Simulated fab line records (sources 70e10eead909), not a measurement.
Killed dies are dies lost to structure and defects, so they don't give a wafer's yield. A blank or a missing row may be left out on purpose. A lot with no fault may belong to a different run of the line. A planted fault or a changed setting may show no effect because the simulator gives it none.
Matching of chambers -- flow nand_harc -- 4 sister chambers for NHARC_A_BONDPAD_STRIP_15 on rie_diel-04
The step strips in O2. 18 wafers are shown with their chamber, then 9 later ones without.

EACH WAFER AND ITS CHAMBER
wafer,chamber,showerhead_plenum_p_Torr (Torr),drypump_motor_current_A (A),oes_product_au (a.u.)
L076.1,0,3.44,5.44,0.991
L076.2,2,3.49,5.72,1.008
L076.5,2,3.49,5.70,1.009
L077.2,3,3.50,5.73,0.980
L077.4,2,3.49,5.66,1.017
L077.6,3,3.50,5.73,0.984
L080.3,1,3.33,5.19,0.996
L080.5,3,3.50,5.73,0.993
L080.6,2,3.48,5.72,1.016
L081.1,1,3.33,5.20,0.989
L081.3,2,3.48,5.70,1.018
L081.6,2,3.48,5.69,1.020
L083.1,3,3.49,5.74,1.009
L083.2,2,3.48,5.67,1.023
L083.5,3,3.49,5.75,1.007
L087.1,0,3.43,5.45,1.006
L087.5,1,3.33,5.22,1.004
L087.6,2,3.48,5.66,1.013

SIGNATURES (averages over the wafers above)
reading,chamber 0,chamber 1,chamber 2,chamber 3,scatter within a chamber
showerhead_plenum_p_Torr,3.4350,3.3300,3.4838,3.4960,0.00505
drypump_motor_current_A,5.4450,5.2033,5.6900,5.7360,0.019
oes_product_au,0.99850,0.99633,1.01550,0.99460,0.00888
Rule: a wafer's distance from a chamber is the root of the sum, over the readings, of the square of ((its reading less the chamber's mean) divided by the reading's scatter). The wafer belongs to the nearest chamber; if the next one is less than 2 further off, it can't be placed. The scatter: the root of (the sum of the squares of (reading less its chamber's mean) over the shown wafers, divided by (wafers less chambers)).

WAFERS WHOSE CHAMBER IS MISSING
wafer,showerhead_plenum_p_Torr (Torr),drypump_motor_current_A (A),oes_product_au (a.u.)
L090.2,3.49,5.74,0.999
L090.3,3.33,5.20,0.996
L090.6,3.49,5.74,0.989
L095.1,3.49,5.73,0.988
L095.4,3.42,5.49,1.002
L095.5,3.48,5.73,0.993
L096.1,3.48,5.73,0.993
L096.3,3.32,5.18,0.997
L096.4,3.48,5.75,0.993

EACH ONE'S CHAMBER
wafer,from the rows above,in truth
L090.2,3,3
L090.3,1,1
L090.6,3,3
L095.1,3,3
L095.4,0,0
L095.5,can't be placed: 3 or 2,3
L096.1,can't be placed: 3 or 2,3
L096.3,1,1
L096.4,can't be placed: 3 or 2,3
Correct placement for 6 of the 9. Cannot be placed on the basis of these rows: 3; the candidates contain the true chamber in 3. 0 placed wrongly.
